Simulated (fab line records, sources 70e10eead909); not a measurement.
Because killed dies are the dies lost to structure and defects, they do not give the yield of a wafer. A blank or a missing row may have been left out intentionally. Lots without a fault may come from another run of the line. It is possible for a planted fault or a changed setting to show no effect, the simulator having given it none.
Which tool was responsible? || flow nandHarc || 6 lots, 18 wafers sampled, at 4 steps of a route of 1302

## WHAT THE GAUGES SHOWED, per wafer
NHARC_P_M2_INSPECT_11.
{"lot": "L450", "measured": "day 6 18:44", "on": "defectInspect-01", "rawDefectCount": "7 7 11"}
{"lot": "L454", "measured": "day 8 18:13", "on": "defectInspect-01", "rawDefectCount": "7 6 4"}
{"lot": "L460", "measured": "day 11 10:17", "on": "defectInspect-02", "rawDefectCount": "6 4 5"}
{"lot": "L462", "measured": "day 12 10:40", "on": "defectInspect-02", "rawDefectCount": "3 4 3"}
{"lot": "L469", "measured": "day 14 20:57", "on": "defectInspect-02", "rawDefectCount": "1 11 1133"}
{"lot": "L472", "measured": "day 16 03:53", "on": "defectInspect-01", "rawDefectCount": "5 12 9"}

## WHAT TOOL EACH LOT RAN ON (gives the tool, then ch and the chambers of the sampled wafers, and finally the start)
{"lot": "L450", "NHARC_P_M1_ETCH_15": "rieDiel-10 ch 0,1,3, day 6 17:47 or earlier", "NHARC_P_M1_ETCH_28": "rieDiel-10 ch 2,3, day 6 17:47 or earlier", "NHARC_P_M2_DEP_00": "pecvd-04 ch 0,1, day 6 17:47"}
{"lot": "L454", "NHARC_P_M1_ETCH_15": "rieDiel-10 ch 0,1,2, day 8 17:18 or earlier", "NHARC_P_M1_ETCH_28": "rieDiel-03 ch 1,2,3, day 8 17:18 or earlier", "NHARC_P_M2_DEP_00": "pecvd-02 ch 0,2, day 8 17:18"}
{"lot": "L460", "NHARC_P_M1_ETCH_15": "rieDiel-03 ch 0,2,3, day 11 09:31 or earlier", "NHARC_P_M1_ETCH_28": "rieDiel-05 ch 0,1, day 11 09:31 or earlier", "NHARC_P_M2_DEP_00": "pecvd-04 ch 0,1,2, day 11 09:31"}
{"lot": "L462", "NHARC_P_M1_ETCH_15": "rieDiel-10 ch 2,3, day 12 09:43 or earlier", "NHARC_P_M1_ETCH_28": "rieDiel-05 ch 1,3, day 12 09:43 or earlier", "NHARC_P_M2_DEP_00": "pecvd-03 ch 0,1,2, day 12 09:43"}
{"lot": "L469", "NHARC_P_M1_ETCH_15": "rieDiel-10 ch 0,2,3, day 14 20:13 or earlier", "NHARC_P_M1_ETCH_28": "rieDiel-05 ch 0,2, day 14 20:13 or earlier", "NHARC_P_M2_DEP_00": "pecvd-03 ch 1,2, day 14 20:13"}
{"lot": "L472", "NHARC_P_M1_ETCH_15": "rieDiel-10 ch 0,1,2, day 16 02:58 or earlier", "NHARC_P_M1_ETCH_28": "rieDiel-05 ch 1,2, day 16 02:58 or earlier", "NHARC_P_M2_DEP_00": "pecvd-04 ch 1,2, day 16 02:58"}
- NHARC_P_M1_ETCH_15: etches the open film in C4F8/Ar, target depth 182.5 nm, time 91.2 s.
- NHARC_P_M1_ETCH_28: etches the open film in CF4/N2, target depth 30 nm, time 72.99 s.
- NHARC_P_M2_DEP_00: deposits SiOC, target thk 182.5 nm.

## THE ANSWER, worked out from the rows above alone
Rule: the lots themselves supply what counts as usual. Put in order of their means at a reading, lots are off if they are a third of the lots or fewer, leave a main group of 4 or more, and stand apart from it by a gap of 3 or more times the standard deviation of the main group's means; of several such gaps the widest counts. Not used: any main group whose means are identical at the precision the tables above print for the reading. A lot without any number at a reading at which 4 lots or more have one is off too. The other lots that the step has rows for count as sound.
Off, at NHARC_P_M2_INSPECT_11 on rawDefectCount: L469. The main group has a mean of 6.2 with a standard deviation of 2.
If a tool, at a process step before that reading, ran all the lots that are off and no sound lot after the first of them, it fits. Gauges at NHARC_P_M2_INSPECT_11: tried the same way as those tools. With no start given for some of its lots, NHARC_P_M1_ETCH_15 uses the hours and lot order of NHARC_P_M2_DEP_00. With no start given for some of its lots, NHARC_P_M1_ETCH_28 uses the hours and lot order of NHARC_P_M2_DEP_00. 2 tools fit, pecvd-03 at NHARC_P_M2_DEP_00 and defectInspect-02 at NHARC_P_M2_INSPECT_11, so this cannot tell which one it is.

## WHAT THE SIMULATOR HAD INSERTED
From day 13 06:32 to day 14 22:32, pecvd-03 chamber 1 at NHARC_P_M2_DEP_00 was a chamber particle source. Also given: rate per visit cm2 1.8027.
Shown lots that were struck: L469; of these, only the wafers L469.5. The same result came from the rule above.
